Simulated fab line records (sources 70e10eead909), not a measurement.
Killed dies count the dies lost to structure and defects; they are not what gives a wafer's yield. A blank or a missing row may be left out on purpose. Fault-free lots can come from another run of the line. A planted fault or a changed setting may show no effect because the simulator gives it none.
The tool behind it: which one?	flow nand-harc	24 lots with 72 wafers sampled at 5 steps, on a route of 1302 steps

## WHAT EACH GAUGE READ, for each wafer
NHARC_P_ZERO_WELL_CD_MEAS_24: target cd 720 nm. Usual: cd-nm at 719.8 nm, with a standard deviation of 1.2.
lot	measured	on	cd-nm (nm)	flag
L074	day 1 22:35	cd-sem-02	719.8 718.7 720.3	
L075	day 2 08:40	cd-sem-02	721.3 719.8 720.9	
L076	day 2 18:27	cd-sem-02	720.0 721.1 719.8	
L077	day 3 04:41	cd-sem-03	717.6 717.5 719.1	
L078	day 3 14:28	cd-sem-02	719.2 719.1 721.8	
L079	day 4 00:27	cd-sem-03	720.5 719.8 718.6	
L080	day 4 10:34	cd-sem-01	721.0 719.9 721.8	
L081	day 4 20:28	cd-sem-01	720.6 720.4 721.2	
L082	day 5 06:41	cd-sem-02	718.2 718.6 718.6	
L083	day 5 16:40	cd-sem-02	720.3 718.8 718.9	
L084	day 6 02:34	cd-sem-01	719.0 718.9 718.8	
L085	day 6 12:43	cd-sem-02	719.5 719.8 719.9	
L086	day 7 01:13	cd-sem-02	718.4 717.9 717.3	
L087	day 7 08:31	cd-sem-02	720.4 719.6 720.2	
L088	day 7 18:28	cd-sem-02	719.5 719.6 720.2	
L089	day 8 04:40	cd-sem-03	719.0 719.8 720.3	
L090	day 8 14:37	cd-sem-01	722.0 720.3 721.2	
L091	day 9 00:36	cd-sem-02	718.9 719.5 719.2	
L092	day 9 10:26	cd-sem-01	721.1 721.0 720.2	
L093	day 9 20:37	cd-sem-03	721.1 720.3 720.1	
L094	day 10 06:34	cd-sem-02	721.2 721.0 720.5	
L095	day 10 16:36	cd-sem-03	719.9 719.6 720.3	
L096	day 11 02:34	cd-sem-02	718.1 716.7 718.7	
L097	day 11 12:37	cd-sem-02	720.6 720.9 720.2	

NHARC_P_ZERO_WELL_INSPECT_43. Usual: raw-defect-count at 13, with a standard deviation of 5.7.
lot	measured	on	raw-defect-count	flag
L074	day 2 03:37	defect-inspect-01	15 14 11	
L075	day 2 13:51	defect-inspect-02	12 12 4	
L076	day 2 23:25	defect-inspect-02	18 14 13	
L077	day 3 10:02	defect-inspect-01	16 10 7	
L078	day 3 19:26	defect-inspect-01	7 7 8	
L079	day 4 05:27	defect-inspect-02	17 8 11	
L080	day 4 15:33	defect-inspect-01	11 17 11	
L081	day 5 01:33	defect-inspect-01	14 10 8	
L082	day 5 11:37	defect-inspect-02	22 23 20	
L083	day 5 21:37	defect-inspect-01	15 7 12	
L084	day 6 07:32	defect-inspect-02	26 11 14	
L085	day 6 17:35	defect-inspect-02	18 17 12	
L086	day 7 06:20	defect-inspect-02	13 12 16	
L087	day 7 13:29	defect-inspect-01	14 10 9	
L088	day 7 23:19	defect-inspect-01	17 19 16	
L089	day 8 10:00	defect-inspect-02	12 9 17	
L090	day 8 19:41	defect-inspect-01	9 25 8	
L091	day 9 05:35	defect-inspect-01	29 26 23	
L092	day 9 15:28	defect-inspect-01	7 20 16	
L093	day 10 01:27	defect-inspect-02	14 15 16	
L094	day 10 12:15	defect-inspect-02	12 7 7	
L095	day 10 21:37	defect-inspect-02	14 21 15	
L096	day 11 07:41	defect-inspect-02	10 5 17	
L097	day 11 17:36	defect-inspect-02	15 9 5	

NHARC_P_CONTACT_OVL_MEAS_13. Usual: overlay-x-nm -0.5 nm, standard deviation 0.86; overlay-y-nm -0.1 nm, standard deviation 0.93.
lot	measured	on	overlay-x-nm (nm)	overlay-y-nm (nm)	flag
L074	day 6 03:12	overlay-01	-1.9 -1.9 -2.4	-0.6 -0.5 -0.2	
L075	day 6 03:22	overlay-02	-1.1 -0.9 -0.8	1.3 1.9 1.8	
L076	day 6 14:45	overlay-01	-0.1 0.9 -0.1	-0.3 -0.1 0.2	
L077	day 7 03:45	overlay-02	0.0 -0.8 -0.5	-0.2 -0.4 -0.5	
L078	day 7 13:41	overlay-02	-0.2 -0.1 0.1	0.1 0.2 0.1	
L079	day 7 22:48	overlay-02	-1.5 -1.6 -1.0	-0.4 -0.9 -0.4	
L080	day 8 14:17	overlay-02	-0.1 -0.6 -0.7	-0.4 -0.2 -0.5	
L081	day 8 23:00	overlay-01	0.7 0.9 0.7	1.5 2.0 1.9	
L082	day 9 05:19	overlay-02	-1.7 -1.8 -1.8	-0.7 -0.5 -0.2	
L083	day 10 05:45	overlay-01	-0.2 0.0 -0.1	-0.9 -0.9 -1.2	
L084	day 10 09:44	overlay-02	0.6 0.7 0.7	-0.2 0.0 0.0	
L085	day 10 14:08	overlay-02	-2.7 -2.5 -3.0	1.3 1.3 1.2	
L086	day 11 00:44	overlay-02	-1.2 -1.2 -1.3	-0.8 -0.2 -0.7	
L087	day 11 09:07	overlay-01	-0.3 -0.5 -1.0	-0.4 -1.0 -1.0	
L088	day 11 21:26	overlay-02	-0.3 0.0 -0.4	0.6 0.8 0.8	
L089	day 12 08:05	overlay-02	0.2 0.0 0.4	0.0 -0.2 -0.1	
L090	day 12 18:07	overlay-02	-0.3 -0.6 -0.6	-0.5 -0.3 -0.2	
L091	day 12 23:49	overlay-01	-0.1 -0.6 -0.6	-0.9 -0.6 -0.8	
L092	day 13 19:06	overlay-01	0.2 0.2 0.1	-1.2 -1.6 -1.0	
L093	day 14 02:28	overlay-01	0.0 0.1 0.5	0.9 0.3 0.8	
L094	day 14 08:13	overlay-01	-0.6 -0.7 0.0	0.5 -0.1 0.8	
L095	day 14 18:07	overlay-01	-0.2 -0.1 -0.1	1.6 1.3 1.0	
L096	day 15 01:03	overlay-02	-0.3 -0.4 -0.4	-1.2 -1.2 -0.6	
L097	day 15 13:51	overlay-01	0.2 0.1 0.0	-1.1 -1.2 -1.7	

## WHICH TOOL RAN EACH LOT (tool, then ch and the chambers of the sampled wafers, then the start)
lot	NHARC_P_ZERO_WELL_DESCUM_26	NHARC_P_CONTACT_CMP_01
L074	rie-diel-03 ch 0,1,2, day 1 22:47	cmp-03 ch 1,2,3, day 6 02:28
L075	rie-diel-08 ch 0,3, day 2 08:50	cmp-01 ch 0,1, day 6 02:29
L076	rie-diel-12 ch 0,2,3, day 2 18:37	cmp-01 ch 0,2,3, day 6 13:50
L077	rie-diel-03 ch 0,2,3, day 3 04:58	cmp-01 ch 0,2,3, day 7 02:59
L078	rie-diel-08 ch 0,1,2, day 3 14:38	cmp-01 ch 0,2, day 7 12:54
L079	rie-diel-12 ch 0,1,2, day 4 00:38	cmp-01 ch 0,1, day 7 21:55
L080	rie-diel-03 ch 0,2, day 4 10:44	cmp-02 ch 0,1,2, day 8 13:23
L081	rie-diel-08 ch 1,2,3, day 4 20:38	cmp-03 ch 0,2,3, day 8 22:12
L082	rie-diel-03 ch 1,2, day 5 06:50	cmp-01 ch 2,3, day 9 04:31
L083	rie-diel-08 ch 0,1,2, day 5 16:50	cmp-01 ch 0,2,3, day 10 04:53
L084	rie-diel-12 ch 1,3, day 6 02:43	cmp-01 ch 0,3, day 10 08:48
L085	rie-diel-08 ch 0,3, day 6 12:53	cmp-03 ch 0,1,3, day 10 13:13
L086	rie-diel-03 ch 0,1, day 7 01:22	cmp-01 ch 0,2, day 10 23:49
L087	rie-diel-03 ch 0,2, day 7 08:41	cmp-01 ch 0,1,2, day 11 08:14
L088	rie-diel-12 ch 0,3, day 7 18:37	cmp-02 ch 0,2,3, day 11 20:34
L089	rie-diel-12 ch 0,3, day 8 04:50	cmp-02 ch 0,2, day 12 07:19
L090	rie-diel-12 ch 1,2,3, day 8 14:47	cmp-03 ch 0,2,3, day 12 17:13
L091	rie-diel-12 ch 0,1,2, day 9 00:46	cmp-03 ch 0,2,3, day 12 23:03
L092	rie-diel-03 ch 1,2,3, day 9 10:35	cmp-01 ch 1,2, day 13 18:10
L093	rie-diel-03 ch 0,1,3, day 9 20:46	cmp-01 ch 1,2,3, day 14 01:33
L094	rie-diel-12 ch 1,2,3, day 10 07:20	cmp-01 ch 0,2,3, day 14 07:20
L095	rie-diel-12 ch 0,1,2, day 10 16:47	cmp-02 ch 0,2,3, day 14 17:12
L096	rie-diel-08 ch 0,2,3, day 11 02:44	cmp-03 ch 0,2,3, day 15 00:08
L097	rie-diel-08 ch 2,3, day 11 12:47	cmp-01 ch 0,1,3, day 15 12:59
- NHARC_P_ZERO_WELL_DESCUM_26: chemistry O2, time 3 s.
- NHARC_P_CONTACT_CMP_01: polishes SiO2, target thk 200 nm.

## AS READ BY THE TOOLS THEMSELVES (means over the sampled wafers that have a number; for cases with no such wafer, the mark the record gives instead)
NHARC_P_ZERO_WELL_DESCUM_26. Usual: drypump-motor-current-A 5.5 A, standard deviation 0.31; oes-product-au 0.998 a.u., standard deviation 0.0073; rf-vpp-V 57.8 V, standard deviation 0.85; showerhead-plenum-p-Torr 1.88 Torr, standard deviation 0.068; throttle-valve-pct 11.311 %, standard deviation 0.0093.
lot	tool	drypump-motor-current-A (A)	oes-product-au (a.u.)	rf-vpp-V (V)	showerhead-plenum-p-Torr (Torr)	throttle-valve-pct (%)	flag
L074	rie-diel-03	5.3	0.993	57.6	1.91	11.307	
L075	rie-diel-08	5.5	0.985	58.1	1.87	11.315	
L076	rie-diel-12	5.4	0.985	56.8	1.91	11.307	
L077	rie-diel-03	5.4	1.002	57.7	1.94	11.320	
L078	rie-diel-08	6.0	0.993	57.8	1.84	11.309	
L079	rie-diel-12	5.4	0.997	58.0	1.94	11.308	
L080	rie-diel-03	5.3	0.998	59.1	1.94	11.311	
L081	rie-diel-08	5.9	1.000	57.6	1.81	11.311	
L082	rie-diel-03	5.4	0.999	57.6	1.82	11.311	
L083	rie-diel-08	6.0	0.996	57.8	1.83	11.311	
L084	rie-diel-12	5.5	0.998	57.7	1.93	11.309	
L085	rie-diel-08	5.5	0.992	57.4	1.84	11.308	
L086	rie-diel-03	5.2	1.006	58.4	1.85	11.305	
L087	rie-diel-03	5.2	0.991	57.6	1.97	11.317	
L088	rie-diel-12	5.5	1.005	58.6	1.91	11.317	
L089	rie-diel-12	5.5	1.006	58.1	1.91	11.319	
L090	rie-diel-12	5.5	1.004	57.8	1.92	11.317	
L091	rie-diel-12	5.5	0.999	57.9	1.93	11.315	
L092	rie-diel-03	5.5	1.003	57.7	1.85	11.307	
L093	rie-diel-03	5.3	1.001	58.6	1.88	11.299	
L094	rie-diel-12	5.5	1.010	57.9	1.92	11.323	
L095	rie-diel-12	5.5	0.998	57.4	1.93	11.311	
L096	rie-diel-08	5.7	0.998	56.2	1.82	11.313	
L097	rie-diel-08	5.6	0.990	57.7	1.80	11.308	

NHARC_P_CONTACT_CMP_01. Usual: motor-current-A at 12.6 A, with a standard deviation of 0.95.
lot	tool	motor-current-A (A)	flag
L074	cmp-03	12.3	
L075	cmp-01	13.6	
L076	cmp-01	13.0	
L077	cmp-01	12.8	
L078	cmp-01	12.8	
L079	cmp-01	13.7	
L080	cmp-02	11.6	
L081	cmp-03	11.7	
L082	cmp-01	12.7	
L083	cmp-01	12.8	
L084	cmp-01	13.4	
L085	cmp-03	11.7	
L086	cmp-01	13.0	
L087	cmp-01	13.2	
L088	cmp-02	12.6	
L089	cmp-02	12.9	
L090	cmp-03	11.5	
L091	cmp-03	11.6	
L092	cmp-01	12.8	
L093	cmp-01	12.9	
L094	cmp-01	12.4	
L095	cmp-02	12.7	
L096	cmp-03	11.5	
L097	cmp-01	13.4	

## THE ANSWER, worked out from the rows above alone
Rule: lot off if the mean of its wafers having a number is beyond 3 standard deviations from the usual mean. A lot without any number at a reading at which 4 lots or more have one is off too. The other lots that the step has rows for count as sound. After the gauges, taken in route order, come the tools' own readings; for these a lot's mean is taken, as printed above. At the first step where some lot is off, the reading lying furthest off is the one used; lots without a number count as furthest.
No lot is off at any reading shown: from this, nothing can be told.

## WHAT THE SIMULATOR HAD PUT IN
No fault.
